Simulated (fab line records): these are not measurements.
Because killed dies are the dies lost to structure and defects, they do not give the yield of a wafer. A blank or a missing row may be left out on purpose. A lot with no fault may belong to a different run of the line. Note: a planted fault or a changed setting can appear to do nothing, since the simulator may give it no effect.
What tool caused it? + flow n5 finfet + Sampling: 10 lots, 28 wafers, 4 of 1938 route steps

== WHAT THE GAUGES READ, wafer by wafer ==
N5_BEOL_M14_THK_MEAS_01.
| lot  | measured     | on            | M14_ILD_THK (nm) |
|------|--------------|---------------|------------------|
| L947 | day 11 12:56 | film metro-01 | 1100 1111 1119   |
| L951 | day 12 18:28 | film metro-01 | 1094 1123 1097   |
| L953 | day 13 17:25 | film metro-02 | 1097 1095 1125   |
| L952 | day 13 18:07 | film metro-02 | 1106 1118 1127   |
| L959 | day 14 21:53 | film metro-01 | 1114 991         |
| L957 | day 14 23:06 | film metro-02 | 1081 991         |
| L962 | day 15 18:47 | film metro-02 | 1089 1125 1130   |
| L961 | day 15 21:43 | film metro-01 | 1080 1074 977    |
| L966 | day 17 06:12 | film metro-02 | 1094 1118 1115   |
| L967 | day 17 21:05 | film metro-01 | 1110 1108 1105   |

== TOOL THAT RAN EACH LOT (tool first, then ch and the chambers of the sampled wafers, then the start) ==
| lot  | N5_BEOL_M13_ETCH_68                | N5_BEOL_M13_SPUTTER_44       | N5_BEOL_M14_ILD_DEP_00          |
|------|------------------------------------|------------------------------|---------------------------------|
| L947 | rie diel-03 ch 1,2,3, day 11 07:25 | pvd sputter-01, day 11 10:57 | pecvd-01 ch 0,2, day 11 12:40   |
| L951 | rie diel-03 ch 0,1,2, day 12 15:04 | pvd sputter-03, day 12 17:08 | pecvd-04 ch 0,2, day 12 18:17   |
| L953 | rie diel-06 ch 0,1,2, day 13 13:10 | pvd sputter-01, day 13 15:43 | pecvd-03 ch 0,1, day 13 17:13   |
| L952 | rie diel-03 ch 0,1, day 13 13:28   | pvd sputter-01, day 13 16:14 | pecvd-01 ch 0,2, day 13 17:56   |
| L959 | rie diel-06 ch 0,2, day 14 17:29   | pvd sputter-03, day 14 20:33 | pecvd-01 ch 2, day 14 21:42     |
| L957 | rie diel-03 ch 0,1, day 14 18:10   | pvd sputter-02, day 14 21:46 | pecvd-01 ch 1,2, day 14 22:55   |
| L962 | rie diel-01 ch 1,2, day 15 16:31   | pvd sputter-02, day 15 17:26 | pecvd-04 ch 0,1,2, day 15 18:35 |
| L961 | rie diel-03 ch 1,3, day 15 16:50   | pvd sputter-02, day 15 20:23 | pecvd-01 ch 0,1, day 15 21:32   |
| L966 | rie diel-03 ch 0,1, day 16 21:29   | pvd sputter-01, day 17 04:51 | pecvd-04 ch 1,2, day 17 06:01   |
| L967 | rie diel-06 ch 0,1,3, day 17 17:10 | pvd sputter-01, day 17 19:42 | pecvd-03 ch 1,2, day 17 20:54   |
- N5_BEOL_M13_ETCH_68: etches SOC in N2/H2, time 355 s.
- N5_BEOL_M13_SPUTTER_44: material Ta, target thk 10 nm, time 16.13 s.
- N5_BEOL_M14_ILD_DEP_00: deposits SiO2 from TEOS/O2, target thk 1119.3 nm, time 237.4 s.

== THE ANSWER, worked out from the rows above alone ==
Rule: the usual values come from the lots themselves. The widest of any qualifying gaps counts: lots, ordered by their means at a reading, are off when they make up no more than a third of the lots, leave a main group of 4 or more, and stand apart from it by 3 or more times the standard deviation of that group's means. A main group is skipped when, at the precision printed for the reading in the tables above, its means are all equal. Also off: a lot with no number at a reading for which 4 or more lots have one. Where the step has rows for the other lots, those lots are counted as sound.
Off: L959, L957, L961, seen at N5_BEOL_M14_THK_MEAS_01 (M14_ILD_THK). The main group has a mean of 1110 nm with a standard deviation of 4.2.
A tool fits if, at a process step before that reading, it ran every lot that is off, and no sound lot after the first of them. Gauges at N5_BEOL_M14_THK_MEAS_01: tried the same way as those tools. One fits: pecvd-01 at N5_BEOL_M14_ILD_DEP_00. A fault onset in the window from L952 (day 13 17:56, its last sound lot) to L959 (day 14 21:42, its first lot off) fits.

== WHAT HAD BEEN PUT IN BY THE SIMULATOR ==
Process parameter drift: pecvd-01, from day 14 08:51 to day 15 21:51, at N5_BEOL_M14_ILD_DEP_00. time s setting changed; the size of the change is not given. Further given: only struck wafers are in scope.
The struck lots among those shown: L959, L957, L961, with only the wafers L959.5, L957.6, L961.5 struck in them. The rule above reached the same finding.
